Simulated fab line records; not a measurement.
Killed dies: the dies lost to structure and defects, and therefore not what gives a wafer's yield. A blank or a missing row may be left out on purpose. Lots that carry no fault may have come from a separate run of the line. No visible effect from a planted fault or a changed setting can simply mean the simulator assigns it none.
The tool behind it: which one? || flow nand-harc || Sampling: 13 lots, 37 wafers, 4 of 1302 route steps

WHAT THE GAUGES READ, wafer by wafer
The record lacks any reading of a measuring or inspecting step that a usual standard deviation could be used to judge.

WHAT TOOL EACH LOT RAN ON (gives the tool, then ch and the chambers of the sampled wafers, and finally the start)
{"lot": "L227", "NHARC_A_STAIRCASE_DESCUM_11": "rie-diel-12 ch 0,2, day 15 17:46", "NHARC_A_STAIRCASE_ETCH_17": "rie-diel-12 ch 0,1,3, day 15 18:28", "NHARC_A_STAIRCASE_TRIM_18": "rie-diel-12 ch 0,2,3, day 15 19:58 or earlier", "NHARC_A_STAIRCASE_STRIP_175": "plasma-asher-01 ch 0,1, day 15 19:58"}
{"lot": "L230", "NHARC_A_STAIRCASE_DESCUM_11": "rie-diel-06 ch 1,2,3, day 16 14:01", "NHARC_A_STAIRCASE_ETCH_17": "rie-diel-06 ch 0,1,2, day 16 14:44", "NHARC_A_STAIRCASE_TRIM_18": "rie-diel-06 ch 1,2,3, day 16 16:18 or earlier", "NHARC_A_STAIRCASE_STRIP_175": "plasma-asher-01 ch 0,1, day 16 16:18"}
{"lot": "L229", "NHARC_A_STAIRCASE_DESCUM_11": "rie-diel-12 ch 0,1,2, day 16 14:26", "NHARC_A_STAIRCASE_ETCH_17": "rie-diel-12 ch 0,1,3, day 16 15:19", "NHARC_A_STAIRCASE_TRIM_18": "rie-diel-12 ch 0,2,3, day 16 17:13 or earlier", "NHARC_A_STAIRCASE_STRIP_175": "plasma-asher-01 ch 0,1, day 16 17:13"}
{"lot": "L228", "NHARC_A_STAIRCASE_DESCUM_11": "rie-diel-06 ch 0,1,3, day 16 17:57", "NHARC_A_STAIRCASE_ETCH_17": "rie-diel-06 ch 0,1,3, day 16 18:38", "NHARC_A_STAIRCASE_TRIM_18": "rie-diel-06 ch 1,2, day 16 20:10 or earlier", "NHARC_A_STAIRCASE_STRIP_175": "plasma-asher-01 ch 0, day 16 20:10"}
{"lot": "L231", "NHARC_A_STAIRCASE_DESCUM_11": "rie-diel-05 ch 0,1,2, day 17 01:58", "NHARC_A_STAIRCASE_ETCH_17": "rie-diel-05 ch 0,1,3, day 17 02:40", "NHARC_A_STAIRCASE_TRIM_18": "rie-diel-05 ch 2,3, day 17 04:11 or earlier", "NHARC_A_STAIRCASE_STRIP_175": "plasma-asher-01 ch 0,1, day 17 04:11"}
{"lot": "L232", "NHARC_A_STAIRCASE_DESCUM_11": "rie-diel-06 ch 0,2, day 17 12:15", "NHARC_A_STAIRCASE_ETCH_17": "rie-diel-06 ch 0,2, day 17 13:01", "NHARC_A_STAIRCASE_TRIM_18": "rie-diel-06 ch 0,1,3, day 17 14:29 or earlier", "NHARC_A_STAIRCASE_STRIP_175": "plasma-asher-01 ch 0,1, day 17 14:29"}
{"lot": "L233", "NHARC_A_STAIRCASE_DESCUM_11": "rie-diel-06 ch 0,2, day 17 23:20", "NHARC_A_STAIRCASE_ETCH_17": "rie-diel-06 ch 1,3, day 18 00:31", "NHARC_A_STAIRCASE_TRIM_18": "rie-diel-06 ch 0,1,3, day 18 04:52 or earlier", "NHARC_A_STAIRCASE_STRIP_175": "plasma-asher-01 ch 0,1, day 18 04:52"}
{"lot": "L236", "NHARC_A_STAIRCASE_DESCUM_11": "rie-diel-06 ch 3, day 19 15:08", "NHARC_A_STAIRCASE_ETCH_17": "rie-diel-06 ch 2, day 19 15:49", "NHARC_A_STAIRCASE_TRIM_18": "rie-diel-06 ch 1, day 19 17:27 or earlier", "NHARC_A_STAIRCASE_STRIP_175": "plasma-asher-01 ch 0, day 19 17:27"}
{"lot": "L241", "NHARC_A_STAIRCASE_DESCUM_11": "rie-diel-05 ch 0,2,3, day 21 05:56", "NHARC_A_STAIRCASE_ETCH_17": "rie-diel-05 ch 0,1,2, day 21 06:48", "NHARC_A_STAIRCASE_TRIM_18": "rie-diel-05 ch 1,2, day 21 08:41 or earlier", "NHARC_A_STAIRCASE_STRIP_175": "plasma-asher-01 ch 0,1, day 21 08:41"}
{"lot": "L243", "NHARC_A_STAIRCASE_DESCUM_11": "rie-diel-05 ch 0,1,3, day 22 06:17", "NHARC_A_STAIRCASE_ETCH_17": "rie-diel-05 ch 0,1,2, day 22 11:20", "NHARC_A_STAIRCASE_TRIM_18": "rie-diel-05 ch 0,1,2, day 22 12:50 or earlier", "NHARC_A_STAIRCASE_STRIP_175": "plasma-asher-01 ch 0,1, day 22 12:50"}
{"lot": "L246", "NHARC_A_STAIRCASE_DESCUM_11": "rie-diel-05 ch 1,2, day 23 09:17", "NHARC_A_STAIRCASE_ETCH_17": "rie-diel-05 ch 1,2, day 23 13:14", "NHARC_A_STAIRCASE_TRIM_18": "rie-diel-05 ch 1,3, day 23 14:43 or earlier", "NHARC_A_STAIRCASE_STRIP_175": "plasma-asher-01 ch 0,1, day 23 14:43"}
{"lot": "L248", "NHARC_A_STAIRCASE_DESCUM_11": "rie-diel-05 ch 2,3, day 24 06:30", "NHARC_A_STAIRCASE_ETCH_17": "rie-diel-05 ch 1,2, day 24 07:12", "NHARC_A_STAIRCASE_TRIM_18": "rie-diel-05 ch 2,3, day 24 08:53 or earlier", "NHARC_A_STAIRCASE_STRIP_175": "plasma-asher-02 ch 0,1, day 24 08:53"}
{"lot": "L250", "NHARC_A_STAIRCASE_DESCUM_11": "rie-diel-12 ch 0,1,3, day 25 05:54", "NHARC_A_STAIRCASE_ETCH_17": "rie-diel-12 ch 1,2,3, day 25 06:36", "NHARC_A_STAIRCASE_TRIM_18": "rie-diel-12 ch 0,2,3, day 25 08:22 or earlier", "NHARC_A_STAIRCASE_STRIP_175": "plasma-asher-02 ch 0,1, day 25 08:22"}
- NHARC_A_STAIRCASE_DESCUM_11: chemistry O2, time 3 s.
- NHARC_A_STAIRCASE_ETCH_17: etches the open film in C4F8/O2, target depth 100 nm, time 40.5 s.
- NHARC_A_STAIRCASE_TRIM_18: chemistry O2, time 211.2 s.
- NHARC_A_STAIRCASE_STRIP_175: strips in O2.

AS READ BY THE TOOLS THEMSELVES (means over the sampled wafers that have a number; for cases with no such wafer, the mark the record gives instead)
NHARC_A_STAIRCASE_DESCUM_11.
{"lot": "L227", "tool": "rie-diel-12", "drypump-motor-current-A (A)": 5.6, "mfc-ar-sccm (sccm)": 0.000, "oes-product-au (a.u.)": 1.006, "rf-vpp-V (V)": 57.9, "showerhead-plenum-p-Torr (Torr)": 1.96, "throttle-valve-pct (%)": 11.321}
{"lot": "L230", "tool": "rie-diel-06", "drypump-motor-current-A (A)": 5.4, "mfc-ar-sccm (sccm)": 0.027, "oes-product-au (a.u.)": 1.004, "rf-vpp-V (V)": 58.4, "showerhead-plenum-p-Torr (Torr)": 1.91, "throttle-valve-pct (%)": 11.311}
{"lot": "L229", "tool": "rie-diel-12", "drypump-motor-current-A (A)": 5.9, "mfc-ar-sccm (sccm)": 0.000, "oes-product-au (a.u.)": 1.012, "rf-vpp-V (V)": 57.2, "showerhead-plenum-p-Torr (Torr)": 1.93, "throttle-valve-pct (%)": 11.313}
{"lot": "L228", "tool": "rie-diel-06", "drypump-motor-current-A (A)": 5.7, "mfc-ar-sccm (sccm)": 0.023, "oes-product-au (a.u.)": 1.005, "rf-vpp-V (V)": 58.4, "showerhead-plenum-p-Torr (Torr)": 1.90, "throttle-valve-pct (%)": 11.305}
{"lot": "L231", "tool": "rie-diel-05", "drypump-motor-current-A (A)": 5.9, "mfc-ar-sccm (sccm)": 0.019, "oes-product-au (a.u.)": 1.012, "rf-vpp-V (V)": 57.8, "showerhead-plenum-p-Torr (Torr)": 1.98, "throttle-valve-pct (%)": 11.308}
{"lot": "L232", "tool": "rie-diel-06", "drypump-motor-current-A (A)": 5.5, "mfc-ar-sccm (sccm)": 0.008, "oes-product-au (a.u.)": 0.995, "rf-vpp-V (V)": 58.5, "showerhead-plenum-p-Torr (Torr)": 1.94, "throttle-valve-pct (%)": 11.314}
{"lot": "L233", "tool": "rie-diel-06", "drypump-motor-current-A (A)": 5.6, "mfc-ar-sccm (sccm)": 0.008, "oes-product-au (a.u.)": 0.990, "rf-vpp-V (V)": 58.9, "showerhead-plenum-p-Torr (Torr)": 1.94, "throttle-valve-pct (%)": 11.310}
{"lot": "L236", "tool": "rie-diel-06", "drypump-motor-current-A (A)": 5.2, "mfc-ar-sccm (sccm)": 0.045, "oes-product-au (a.u.)": 1.004, "rf-vpp-V (V)": 58.5, "showerhead-plenum-p-Torr (Torr)": 1.90, "throttle-valve-pct (%)": 11.298}
{"lot": "L241", "tool": "rie-diel-05", "drypump-motor-current-A (A)": 5.6, "mfc-ar-sccm (sccm)": 0.016, "oes-product-au (a.u.)": 1.002, "rf-vpp-V (V)": 58.4, "showerhead-plenum-p-Torr (Torr)": 1.93, "throttle-valve-pct (%)": 11.311}
{"lot": "L243", "tool": "rie-diel-05", "drypump-motor-current-A (A)": 5.8, "mfc-ar-sccm (sccm)": 0.015, "oes-product-au (a.u.)": 0.999, "rf-vpp-V (V)": 58.2, "showerhead-plenum-p-Torr (Torr)": 1.91, "throttle-valve-pct (%)": 11.306}
{"lot": "L246", "tool": "rie-diel-05", "drypump-motor-current-A (A)": 5.9, "mfc-ar-sccm (sccm)": 0.026, "oes-product-au (a.u.)": 1.017, "rf-vpp-V (V)": 57.5, "showerhead-plenum-p-Torr (Torr)": 2.04, "throttle-valve-pct (%)": 11.314}
{"lot": "L248", "tool": "rie-diel-05", "drypump-motor-current-A (A)": 5.6, "mfc-ar-sccm (sccm)": 0.019, "oes-product-au (a.u.)": 1.014, "rf-vpp-V (V)": 57.4, "showerhead-plenum-p-Torr (Torr)": 1.93, "throttle-valve-pct (%)": 11.308}
{"lot": "L250", "tool": "rie-diel-12", "drypump-motor-current-A (A)": 5.8, "mfc-ar-sccm (sccm)": 0.000, "oes-product-au (a.u.)": 1.004, "rf-vpp-V (V)": 57.2, "showerhead-plenum-p-Torr (Torr)": 1.91, "throttle-valve-pct (%)": 11.309}

NHARC_A_STAIRCASE_ETCH_17.
{"lot": "L227", "tool": "rie-diel-12", "oes-product-au (a.u.)": 0.951, "rf-vpp-V (V)": 897}
{"lot": "L230", "tool": "rie-diel-06", "oes-product-au (a.u.)": 0.947, "rf-vpp-V (V)": 896}
{"lot": "L229", "tool": "rie-diel-12", "oes-product-au (a.u.)": 0.949, "rf-vpp-V (V)": 897}
{"lot": "L228", "tool": "rie-diel-06", "oes-product-au (a.u.)": 0.968, "rf-vpp-V (V)": 896}
{"lot": "L231", "tool": "rie-diel-05", "oes-product-au (a.u.)": 0.953, "rf-vpp-V (V)": 897}
{"lot": "L232", "tool": "rie-diel-06", "oes-product-au (a.u.)": 0.938, "rf-vpp-V (V)": 897}
{"lot": "L233", "tool": "rie-diel-06", "oes-product-au (a.u.)": 0.948, "rf-vpp-V (V)": 894}
{"lot": "L236", "tool": "rie-diel-06", "oes-product-au (a.u.)": 0.795, "rf-vpp-V (V)": 898}
{"lot": "L241", "tool": "rie-diel-05", "oes-product-au (a.u.)": 0.951, "rf-vpp-V (V)": 899}
{"lot": "L243", "tool": "rie-diel-05", "oes-product-au (a.u.)": 0.941, "rf-vpp-V (V)": 899}
{"lot": "L246", "tool": "rie-diel-05", "oes-product-au (a.u.)": 0.953, "rf-vpp-V (V)": 904}
{"lot": "L248", "tool": "rie-diel-05", "oes-product-au (a.u.)": 0.965, "rf-vpp-V (V)": 903}
{"lot": "L250", "tool": "rie-diel-12", "oes-product-au (a.u.)": 0.956, "rf-vpp-V (V)": 897}

NHARC_A_STAIRCASE_TRIM_18.
{"lot": "L227", "tool": "rie-diel-12", "drypump-motor-current-A (A)": 5.5, "mfc-ar-sccm (sccm)": 0.000, "oes-product-au (a.u.)": 1.001, "rf-vpp-V (V)": 57.2, "showerhead-plenum-p-Torr (Torr)": 3.59, "throttle-valve-pct (%)": 17.036}
{"lot": "L230", "tool": "rie-diel-06", "drypump-motor-current-A (A)": 5.5, "mfc-ar-sccm (sccm)": 0.027, "oes-product-au (a.u.)": 1.000, "rf-vpp-V (V)": 58.2, "showerhead-plenum-p-Torr (Torr)": 3.53, "throttle-valve-pct (%)": 17.035}
{"lot": "L229", "tool": "rie-diel-12", "drypump-motor-current-A (A)": 5.5, "mfc-ar-sccm (sccm)": 0.000, "oes-product-au (a.u.)": 0.999, "rf-vpp-V (V)": 58.3, "showerhead-plenum-p-Torr (Torr)": 3.59, "throttle-valve-pct (%)": 17.041}
{"lot": "L228", "tool": "rie-diel-06", "drypump-motor-current-A (A)": 5.5, "mfc-ar-sccm (sccm)": 0.016, "oes-product-au (a.u.)": 1.000, "rf-vpp-V (V)": 57.5, "showerhead-plenum-p-Torr (Torr)": 3.56, "throttle-valve-pct (%)": 17.034}
{"lot": "L231", "tool": "rie-diel-05", "drypump-motor-current-A (A)": 5.6, "mfc-ar-sccm (sccm)": 0.019, "oes-product-au (a.u.)": 0.998, "rf-vpp-V (V)": 57.7, "showerhead-plenum-p-Torr (Torr)": 3.59, "throttle-valve-pct (%)": 17.037}
{"lot": "L232", "tool": "rie-diel-06", "drypump-motor-current-A (A)": 5.7, "mfc-ar-sccm (sccm)": 0.023, "oes-product-au (a.u.)": 1.023, "rf-vpp-V (V)": 57.9, "showerhead-plenum-p-Torr (Torr)": 3.51, "throttle-valve-pct (%)": 17.041}
{"lot": "L233", "tool": "rie-diel-06", "drypump-motor-current-A (A)": 5.7, "mfc-ar-sccm (sccm)": 0.023, "oes-product-au (a.u.)": 1.007, "rf-vpp-V (V)": 57.7, "showerhead-plenum-p-Torr (Torr)": 3.51, "throttle-valve-pct (%)": 17.039}
{"lot": "L236", "tool": "rie-diel-06", "drypump-motor-current-A (A)": 5.8, "mfc-ar-sccm (sccm)": 0.024, "oes-product-au (a.u.)": 1.027, "rf-vpp-V (V)": 57.5, "showerhead-plenum-p-Torr (Torr)": 3.46, "throttle-valve-pct (%)": 17.039}
{"lot": "L241", "tool": "rie-diel-05", "drypump-motor-current-A (A)": 5.9, "mfc-ar-sccm (sccm)": 0.026, "oes-product-au (a.u.)": 1.010, "rf-vpp-V (V)": 58.9, "showerhead-plenum-p-Torr (Torr)": 3.75, "throttle-valve-pct (%)": 17.035}
{"lot": "L243", "tool": "rie-diel-05", "drypump-motor-current-A (A)": 5.9, "mfc-ar-sccm (sccm)": 0.019, "oes-product-au (a.u.)": 1.008, "rf-vpp-V (V)": 57.6, "showerhead-plenum-p-Torr (Torr)": 3.63, "throttle-valve-pct (%)": 17.045}
{"lot": "L246", "tool": "rie-diel-05", "drypump-motor-current-A (A)": 6.0, "mfc-ar-sccm (sccm)": 0.020, "oes-product-au (a.u.)": 0.994, "rf-vpp-V (V)": 58.2, "showerhead-plenum-p-Torr (Torr)": 3.63, "throttle-valve-pct (%)": 17.032}
{"lot": "L248", "tool": "rie-diel-05", "drypump-motor-current-A (A)": 5.6, "mfc-ar-sccm (sccm)": 0.023, "oes-product-au (a.u.)": 1.037, "rf-vpp-V (V)": 57.8, "showerhead-plenum-p-Torr (Torr)": 3.66, "throttle-valve-pct (%)": 17.034}
{"lot": "L250", "tool": "rie-diel-12", "drypump-motor-current-A (A)": 5.5, "mfc-ar-sccm (sccm)": 0.000, "oes-product-au (a.u.)": 1.013, "rf-vpp-V (V)": 58.0, "showerhead-plenum-p-Torr (Torr)": 3.55, "throttle-valve-pct (%)": 17.044}

NHARC_A_STAIRCASE_STRIP_175.
{"lot": "L227", "tool": "plasma-asher-01", "drypump-motor-current-A (A)": 5.6, "heater-power-w (W)": 322, "rf-refl-power-W (W)": "-"}
{"lot": "L230", "tool": "plasma-asher-01", "drypump-motor-current-A (A)": 5.6, "heater-power-w (W)": 316, "rf-refl-power-W (W)": 18.7}
{"lot": "L229", "tool": "plasma-asher-01", "drypump-motor-current-A (A)": 5.8, "heater-power-w (W)": 320, "rf-refl-power-W (W)": "-"}
{"lot": "L228", "tool": "plasma-asher-01", "drypump-motor-current-A (A)": 5.9, "heater-power-w (W)": 305, "rf-refl-power-W (W)": 17.4}
{"lot": "L231", "tool": "plasma-asher-01", "drypump-motor-current-A (A)": 5.6, "heater-power-w (W)": 319, "rf-refl-power-W (W)": "-"}
{"lot": "L232", "tool": "plasma-asher-01", "drypump-motor-current-A (A)": 5.8, "heater-power-w (W)": 310, "rf-refl-power-W (W)": 17.8}
{"lot": "L233", "tool": "plasma-asher-01", "drypump-motor-current-A (A)": 5.8, "heater-power-w (W)": 313, "rf-refl-power-W (W)": 18.1}
{"lot": "L236", "tool": "plasma-asher-01", "drypump-motor-current-A (A)": 6.0, "heater-power-w (W)": 302, "rf-refl-power-W (W)": 17.3}
{"lot": "L241", "tool": "plasma-asher-01", "drypump-motor-current-A (A)": 5.8, "heater-power-w (W)": 314, "rf-refl-power-W (W)": 17.8}
{"lot": "L243", "tool": "plasma-asher-01", "drypump-motor-current-A (A)": 5.6, "heater-power-w (W)": 319, "rf-refl-power-W (W)": "-"}
{"lot": "L246", "tool": "plasma-asher-01", "drypump-motor-current-A (A)": 5.6, "heater-power-w (W)": 323, "rf-refl-power-W (W)": 18.7}
{"lot": "L248", "tool": "plasma-asher-02", "drypump-motor-current-A (A)": 6.0, "heater-power-w (W)": 307, "rf-refl-power-W (W)": "-"}
{"lot": "L250", "tool": "plasma-asher-02", "drypump-motor-current-A (A)": 5.5, "heater-power-w (W)": 296, "rf-refl-power-W (W)": 13.7}

THE ANSWER, worked out from the rows above alone
Rule: the usual values come from the lots themselves. The widest of any qualifying gaps counts: lots, ordered by their means at a reading, are off when they make up no more than a third of the lots, leave a main group of 4 or more, and stand apart from it by 3 or more times the standard deviation of that group's means. A main group whose means are all the same, to the digits that the tables above print for the reading, isn't used. Also off: a lot with no number at a reading for which 4 or more lots have one. The other lots that the step has rows for count as sound. The gauges are gone through in route order, then the tools' own readings, and for those a lot's mean is taken as printed above. At the first step where some lot is off, the reading lying furthest off is the one used; lots without a number count as furthest.
Off: L236 (NHARC_A_STAIRCASE_ETCH_17, oes-product-au). Mean 0.952 a.u. and standard deviation 0.0082 in the main group.
If a tool, at that step or one of the process steps before it, ran each lot that is off and ran no sound lot following the first of them, it fits. One fits: rie-diel-06 at NHARC_A_STAIRCASE_DESCUM_11 and NHARC_A_STAIRCASE_ETCH_17. At NHARC_A_STAIRCASE_DESCUM_11 its last sound lot is L233 (day 17 23:20), its first lot that is off L236 (day 19 15:08): a fault that began between those two fits.

WHAT THE SIMULATOR HAD PUT IN
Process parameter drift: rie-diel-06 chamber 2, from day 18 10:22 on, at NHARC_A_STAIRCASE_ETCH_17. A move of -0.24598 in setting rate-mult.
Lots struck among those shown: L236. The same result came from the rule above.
